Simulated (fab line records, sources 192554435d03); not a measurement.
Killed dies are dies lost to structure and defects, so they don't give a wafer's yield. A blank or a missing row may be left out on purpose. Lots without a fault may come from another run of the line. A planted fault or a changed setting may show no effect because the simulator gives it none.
Chamber matching | flow n5_finfet | N5_FIN_SAQP_STRIP_77 on rie_diel-02: 4 sister chambers
The step strips in N2/H2, time 90 s. 14 wafers are shown with their chamber, then 7 later ones without.

WAFERS WITH THEIR CHAMBER
wafer  | chamber | showerhead_plenum_p_Torr (Torr) | drypump_motor_current_A (A) | throttle_valve_pct (%)
L074.3 | 1       | 3.37                            | 6.3                         | 12.07
L074.5 | 1       | 3.37                            | 6.3                         | 12.08
L074.6 | 0       | 3.62                            | 6.5                         | 12.12
L075.3 | 2       | 3.37                            | 5.1                         | 12.43
L075.4 | 3       | 3.42                            | 5.9                         | 12.41
L075.6 | 0       | 3.61                            | 6.5                         | 12.12
L076.3 | 0       | 3.61                            | 6.5                         | 12.14
L076.4 | 1       | 3.37                            | 6.3                         | 12.09
L076.6 | 1       | 3.37                            | 6.2                         | 12.08
L077.2 | 0       | 3.61                            | 6.6                         | 12.13
L077.5 | 0       | 3.61                            | 6.6                         | 12.14
L077.6 | 1       | 3.37                            | 6.3                         | 12.08
L078.1 | 3       | 3.41                            | 5.9                         | 12.44
L078.3 | 1       | 3.37                            | 6.3                         | 12.11

SIGNATURES (means of the wafers above)
reading                  | chamber 0 | chamber 1 | chamber 2 | chamber 3 | scatter within a chamber
showerhead_plenum_p_Torr | 3.6120    | 3.3700    | 3.3700    | 3.4150    | 0.00361
drypump_motor_current_A  | 6.540     | 6.283     | 5.100     | 5.900     | 0.0451
throttle_valve_pct       | 12.1300   | 12.0850   | 12.4300   | 12.4250   | 0.0134
Rule: a wafer's distance from a chamber is the root of the sum, over the readings, of the square of ((its reading less the chamber's mean) divided by the reading's scatter). The wafer belongs to the nearest chamber; if the next one is less than 2 further off, it can't be placed. The scatter: the root of (the sum of the squares of (reading less its chamber's mean) over the shown wafers, divided by (wafers less chambers)).

WAFERS WITHOUT THEIR CHAMBER
wafer  | showerhead_plenum_p_Torr (Torr) | drypump_motor_current_A (A) | throttle_valve_pct (%)
L078.6 | 3.37                            | 6.3                         | 12.10
L085.2 | 3.36                            | 5.1                         | 12.46
L085.4 | 3.36                            | 6.3                         | 12.15
L085.5 | 3.40                            | 5.9                         | 12.46
L093.2 | 3.35                            | 6.3                         | 12.17
L093.4 | 3.60                            | 6.6                         | 12.22
L093.5 | 3.40                            | 5.9                         | 12.50

WHICH CHAMBER EACH WENT THROUGH
wafer  | from the rows above | in truth
L078.6 | 1                   | 1
L085.2 | 2                   | 2
L085.4 | 1                   | 1
L085.5 | 3                   | 3
L093.2 | 1                   | 1
L093.4 | 0                   | 0
L093.5 | 3                   | 3
Placed correctly: 7 of 7. Can't be placed from these rows: 0. Placed wrongly: 0.
